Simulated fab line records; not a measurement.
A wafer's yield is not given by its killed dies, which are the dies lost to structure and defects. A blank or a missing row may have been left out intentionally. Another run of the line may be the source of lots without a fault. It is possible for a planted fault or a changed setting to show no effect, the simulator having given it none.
Which tool is to blame? / flow nand_harc / 14 lots with 42 wafers sampled at 5 steps, on a route of 1302 steps

WHAT THE GAUGES SHOWED, per wafer
NHARC_END_SORT_01.
lot=L394; measured=day 31 02:25; on=prober-02; defect_limited_yield (%)=77.4 78.6 76.1; killed_at_array=66 65 80; killed_at_other=5 2 1; killed_at_periphery=82 78 81; killed_dies=153 145 162; killed_open=0 1 4; killed_short=0 2 1
lot=L395; measured=day 31 17:58; on=prober-02; defect_limited_yield (%)=80.5 82.1 78.9; killed_at_array=46 43 65; killed_at_other=0 0 0; killed_at_periphery=86 78 78; killed_dies=132 121 143; killed_open=3 1 3; killed_short=6 2 5
lot=L396; measured=day 31 19:13; on=prober-01; defect_limited_yield (%)=79.2 75.3 75.0; killed_at_array=62 86 74; killed_at_other=0 0 0; killed_at_periphery=79 81 95; killed_dies=141 167 169; killed_open=3 2 0; killed_short=4 1 4

WHICH TOOL RAN EACH LOT (tool, then ch and the chambers of the sampled wafers, then the start)
lot=L378; NHARC_P_M1_PVD_20=pvd_sputter-03, day 6 15:47; NHARC_A_BONDPAD_PRE_CLEAN_26=pvd_sputter-01, day 23 21:23 or earlier; NHARC_A_BONDPAD_PVD_17=pvd_sputter-01, day 23 21:23 or earlier; NHARC_THIN_TSV_DEGAS_53=pvd_sputter-01, day 23 21:23
lot=L379; NHARC_P_M1_PVD_20=pvd_sputter-01, day 6 22:25; NHARC_A_BONDPAD_PRE_CLEAN_26=pvd_sputter-03, day 24 09:56 or earlier; NHARC_A_BONDPAD_PVD_17=pvd_sputter-03, day 24 09:56 or earlier; NHARC_THIN_TSV_DEGAS_53=pvd_sputter-01, day 24 09:56
lot=L382; NHARC_P_M1_PVD_20=pvd_sputter-01, day 8 00:39; NHARC_A_BONDPAD_PRE_CLEAN_26=pvd_sputter-01, day 25 22:36 or earlier; NHARC_A_BONDPAD_PVD_17=pvd_sputter-01, day 25 22:36 or earlier; NHARC_THIN_TSV_DEGAS_53=pvd_sputter-01, day 25 22:36
lot=L384; NHARC_P_M1_PVD_20=pvd_sputter-02, day 8 19:23; NHARC_A_BONDPAD_PRE_CLEAN_26=pvd_sputter-03, day 25 17:06 or earlier; NHARC_A_BONDPAD_PVD_17=pvd_sputter-03, day 25 17:06 or earlier; NHARC_THIN_TSV_DEGAS_53=pvd_sputter-02, day 25 17:06
lot=L385; NHARC_P_M1_PVD_20=pvd_sputter-03, day 9 05:17; NHARC_A_BONDPAD_PRE_CLEAN_26=pvd_sputter-01, day 27 07:38 or earlier; NHARC_A_BONDPAD_PVD_17=pvd_sputter-01, day 27 07:38 or earlier; NHARC_THIN_TSV_DEGAS_53=pvd_sputter-01, day 27 07:38
lot=L386; NHARC_P_M1_PVD_20=pvd_sputter-01, day 9 16:44; NHARC_A_BONDPAD_PRE_CLEAN_26=pvd_sputter-02, day 27 06:43 or earlier; NHARC_A_BONDPAD_PVD_17=pvd_sputter-02, day 27 06:43 or earlier; NHARC_THIN_TSV_DEGAS_53=pvd_sputter-03, day 27 06:43
lot=L387; NHARC_P_M1_PVD_20=pvd_sputter-02, day 10 12:46; NHARC_A_BONDPAD_PRE_CLEAN_26=pvd_sputter-03, day 28 04:02 or earlier; NHARC_A_BONDPAD_PVD_17=pvd_sputter-03, day 28 04:02 or earlier; NHARC_THIN_TSV_DEGAS_53=pvd_sputter-02, day 28 04:02
lot=L388; NHARC_P_M1_PVD_20=pvd_sputter-03, day 10 17:58; NHARC_A_BONDPAD_PRE_CLEAN_26=pvd_sputter-03, day 28 16:54 or earlier; NHARC_A_BONDPAD_PVD_17=pvd_sputter-03, day 28 16:54 or earlier; NHARC_THIN_TSV_DEGAS_53=pvd_sputter-02, day 28 16:54
lot=L390; NHARC_P_M1_PVD_20=pvd_sputter-03, day 11 10:59; NHARC_A_BONDPAD_PRE_CLEAN_26=pvd_sputter-02, day 30 00:20 or earlier; NHARC_A_BONDPAD_PVD_17=pvd_sputter-02, day 30 00:20 or earlier; NHARC_THIN_TSV_DEGAS_53=pvd_sputter-03, day 30 00:20
lot=L394; NHARC_P_M1_PVD_20=pvd_sputter-03, day 13 01:25; NHARC_A_BONDPAD_PRE_CLEAN_26=pvd_sputter-02, day 30 15:28 or earlier; NHARC_A_BONDPAD_PVD_17=pvd_sputter-02, day 30 15:28 or earlier; NHARC_THIN_TSV_DEGAS_53=pvd_sputter-02, day 30 15:28
lot=L395; NHARC_P_M1_PVD_20=pvd_sputter-03, day 13 15:31; NHARC_A_BONDPAD_PRE_CLEAN_26=pvd_sputter-02, day 31 07:45 or earlier; NHARC_A_BONDPAD_PVD_17=pvd_sputter-02, day 31 07:45 or earlier; NHARC_THIN_TSV_DEGAS_53=pvd_sputter-01, day 31 07:45
lot=L396; NHARC_P_M1_PVD_20=pvd_sputter-03, day 13 20:58; NHARC_A_BONDPAD_PRE_CLEAN_26=pvd_sputter-01, day 31 06:31 or earlier; NHARC_A_BONDPAD_PVD_17=pvd_sputter-01, day 31 06:31 or earlier; NHARC_THIN_TSV_DEGAS_53=pvd_sputter-02, day 31 06:31
lot=L399; NHARC_P_M1_PVD_20=pvd_sputter-02, day 15 03:06; NHARC_A_BONDPAD_PRE_CLEAN_26=pvd_sputter-01, day 32 17:40 or earlier; NHARC_A_BONDPAD_PVD_17=pvd_sputter-01, day 32 17:40 or earlier; NHARC_THIN_TSV_DEGAS_53=pvd_sputter-03, day 32 17:40
lot=L400; NHARC_P_M1_PVD_20=pvd_sputter-01, day 15 11:42; NHARC_A_BONDPAD_PRE_CLEAN_26=pvd_sputter-03, day 32 16:50 or earlier; NHARC_A_BONDPAD_PVD_17=pvd_sputter-03, day 32 16:50 or earlier; NHARC_THIN_TSV_DEGAS_53=pvd_sputter-02, day 32 16:50
- NHARC_P_M1_PVD_20: deposits TaN, target thk 5 nm, time 8.06 s.
- NHARC_A_BONDPAD_PRE_CLEAN_26: time 30 s.
- NHARC_A_BONDPAD_PVD_17: deposits TaN, target thk 5 nm, time 8.06 s.
- NHARC_THIN_TSV_DEGAS_53: time 60 s.

AS READ BY THE TOOLS THEMSELVES (means over the sampled wafers that have a number; for cases with no such wafer, the mark the record gives instead)
NHARC_P_M1_PVD_20.
lot=L378; tool=pvd_sputter-03; substrate_temp_c (C)=49.93; throttle_valve_pct (%)=30.6
lot=L379; tool=pvd_sputter-01; substrate_temp_c (C)=50.03; throttle_valve_pct (%)=30.2
lot=L382; tool=pvd_sputter-01; substrate_temp_c (C)=49.99; throttle_valve_pct (%)=29.9
lot=L384; tool=pvd_sputter-02; substrate_temp_c (C)=50.07; throttle_valve_pct (%)=29.9
lot=L385; tool=pvd_sputter-03; substrate_temp_c (C)=49.98; throttle_valve_pct (%)=31.2
lot=L386; tool=pvd_sputter-01; substrate_temp_c (C)=50.10; throttle_valve_pct (%)=29.6
lot=L387; tool=pvd_sputter-02; substrate_temp_c (C)=49.99; throttle_valve_pct (%)=29.8
lot=L388; tool=pvd_sputter-03; substrate_temp_c (C)=49.98; throttle_valve_pct (%)=30.9
lot=L390; tool=pvd_sputter-03; substrate_temp_c (C)=49.99; throttle_valve_pct (%)=30.9
lot=L394; tool=pvd_sputter-03; substrate_temp_c (C)=50.06; throttle_valve_pct (%)=31.1
lot=L395; tool=pvd_sputter-03; substrate_temp_c (C)=50.11; throttle_valve_pct (%)=29.9
lot=L396; tool=pvd_sputter-03; substrate_temp_c (C)=50.11; throttle_valve_pct (%)=31.1
lot=L399; tool=pvd_sputter-02; substrate_temp_c (C)=50.12; throttle_valve_pct (%)=30.1
lot=L400; tool=pvd_sputter-01; substrate_temp_c (C)=50.09; throttle_valve_pct (%)=29.1

NHARC_A_BONDPAD_PRE_CLEAN_26.
lot=L378; tool=pvd_sputter-01; heater_power_w (W)=411
lot=L379; tool=pvd_sputter-03; heater_power_w (W)=405
lot=L382; tool=pvd_sputter-01; heater_power_w (W)=388
lot=L384; tool=pvd_sputter-03; heater_power_w (W)=407
lot=L385; tool=pvd_sputter-01; heater_power_w (W)=414
lot=L386; tool=pvd_sputter-02; heater_power_w (W)=437
lot=L387; tool=pvd_sputter-03; heater_power_w (W)=427
lot=L388; tool=pvd_sputter-03; heater_power_w (W)=422
lot=L390; tool=pvd_sputter-02; heater_power_w (W)=439
lot=L394; tool=pvd_sputter-02; heater_power_w (W)=449
lot=L395; tool=pvd_sputter-02; heater_power_w (W)=445
lot=L396; tool=pvd_sputter-01; heater_power_w (W)=392
lot=L399; tool=pvd_sputter-01; heater_power_w (W)=396
lot=L400; tool=pvd_sputter-03; heater_power_w (W)=423

NHARC_A_BONDPAD_PVD_17.
lot=L378; tool=pvd_sputter-01; substrate_temp_c (C)=50.06; throttle_valve_pct (%)=29.3
lot=L379; tool=pvd_sputter-03; substrate_temp_c (C)=49.99; throttle_valve_pct (%)=29.8
lot=L382; tool=pvd_sputter-01; substrate_temp_c (C)=49.97; throttle_valve_pct (%)=29.3
lot=L384; tool=pvd_sputter-03; substrate_temp_c (C)=50.05; throttle_valve_pct (%)=30.5
lot=L385; tool=pvd_sputter-01; substrate_temp_c (C)=50.06; throttle_valve_pct (%)=29.9
lot=L386; tool=pvd_sputter-02; substrate_temp_c (C)=49.94; throttle_valve_pct (%)=29.5
lot=L387; tool=pvd_sputter-03; substrate_temp_c (C)=50.11; throttle_valve_pct (%)=30.4
lot=L388; tool=pvd_sputter-03; substrate_temp_c (C)=49.92; throttle_valve_pct (%)=29.9
lot=L390; tool=pvd_sputter-02; substrate_temp_c (C)=50.10; throttle_valve_pct (%)=30.5
lot=L394; tool=pvd_sputter-02; substrate_temp_c (C)=50.01; throttle_valve_pct (%)=29.9
lot=L395; tool=pvd_sputter-02; substrate_temp_c (C)=49.91; throttle_valve_pct (%)=30.6
lot=L396; tool=pvd_sputter-01; substrate_temp_c (C)=49.95; throttle_valve_pct (%)=28.8
lot=L399; tool=pvd_sputter-01; substrate_temp_c (C)=49.90; throttle_valve_pct (%)=29.8
lot=L400; tool=pvd_sputter-03; substrate_temp_c (C)=49.97; throttle_valve_pct (%)=30.6

NHARC_THIN_TSV_DEGAS_53.
lot=L378; tool=pvd_sputter-01; heater_power_w (W)=449
lot=L379; tool=pvd_sputter-01; heater_power_w (W)=409
lot=L382; tool=pvd_sputter-01; heater_power_w (W)=437
lot=L384; tool=pvd_sputter-02; heater_power_w (W)=478
lot=L385; tool=pvd_sputter-01; heater_power_w (W)=440
lot=L386; tool=pvd_sputter-03; heater_power_w (W)=430
lot=L387; tool=pvd_sputter-02; heater_power_w (W)=478
lot=L388; tool=pvd_sputter-02; heater_power_w (W)=539
lot=L390; tool=pvd_sputter-03; heater_power_w (W)=468
lot=L394; tool=pvd_sputter-02; heater_power_w (W)=470
lot=L395; tool=pvd_sputter-01; heater_power_w (W)=471
lot=L396; tool=pvd_sputter-02; heater_power_w (W)=507
lot=L399; tool=pvd_sputter-03; heater_power_w (W)=491
lot=L400; tool=pvd_sputter-02; heater_power_w (W)=502

THE ANSWER, worked out from the rows above alone
Rule: the lots themselves supply what counts as usual. Put in order of their means at a reading, lots are off if they are a third of the lots or fewer, leave a main group of 4 or more, and stand apart from it by a gap of 3 or more times the standard deviation of the main group's means; of several such gaps the widest counts. The tables above print the reading to a certain number of digits; a main group whose means all agree to those digits is not used. Also off: a lot with no number at a reading for which 4 or more lots have one. Any other lot the step has rows for is counted as sound. After the gauges, taken in route order, come the tools' own readings; for these a lot's mean is taken, as printed above. At the first step where some lot is off, the reading lying furthest off is the one used; lots without a number count as furthest.
None of the lots is off at any reading shown; this tells nothing.

WHAT WAS PUT IN BY THE SIMULATOR
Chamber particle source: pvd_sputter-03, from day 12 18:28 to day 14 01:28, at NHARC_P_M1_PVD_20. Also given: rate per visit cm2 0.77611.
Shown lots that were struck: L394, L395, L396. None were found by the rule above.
